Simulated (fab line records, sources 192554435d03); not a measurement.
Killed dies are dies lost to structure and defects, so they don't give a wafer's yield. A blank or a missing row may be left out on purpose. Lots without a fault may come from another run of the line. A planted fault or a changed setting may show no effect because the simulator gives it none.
Chamber matching | flow n5_finfet | N5_BEOL_M5_STRIP_19 on rie_diel-04: 4 sister chambers
The step strips in O2. 4 wafers are shown with their chamber, then 11 later ones without.

WAFERS WITH THEIR CHAMBER
wafer  | chamber | showerhead_plenum_p_Torr (Torr)
L089.1 | 1       | 2.05
L089.5 | 0       | 2.00
L091.6 | 2       | 2.17
L092.1 | 3       | 2.08

WAFERS WITHOUT THEIR CHAMBER
wafer  | showerhead_plenum_p_Torr (Torr)
L092.3 | 2.00
L092.4 | 2.17
L094.1 | 1.99
L094.2 | 2.17
L094.3 | 2.04
L095.2 | 2.17
L095.3 | 1.99
L095.5 | 1.99
L097.1 | 2.08
L097.3 | 2.16
L097.5 | 1.99

WHICH CHAMBER EACH WENT THROUGH
wafer  | from the rows above | in truth
L092.3 | 0                   | 0
L092.4 | 2                   | 2
L094.1 | 0                   | 0
L094.2 | 2                   | 2
L094.3 | 1                   | 1
L095.2 | 2                   | 2
L095.3 | 0                   | 0
L095.5 | 0                   | 0
L097.1 | 3                   | 3
L097.3 | 2                   | 2
L097.5 | 0                   | 0
Placed correctly: 11 of 11. Can't be placed from these rows: 0. Placed wrongly: 0.
How it was worked out, from the rows above alone: a wafer's distance from a chamber is the root of the sum, over the readings, of the square of ((its reading less the chamber's mean) divided by the reading's scatter). The wafer belongs to the nearest chamber; if the next one is less than 2 further off, it can't be placed. A chamber's mean is the mean of its shown wafers. The scatter: with one shown wafer a chamber, the root of the mean of the squares of how far each hidden wafer lies from its nearest shown one.
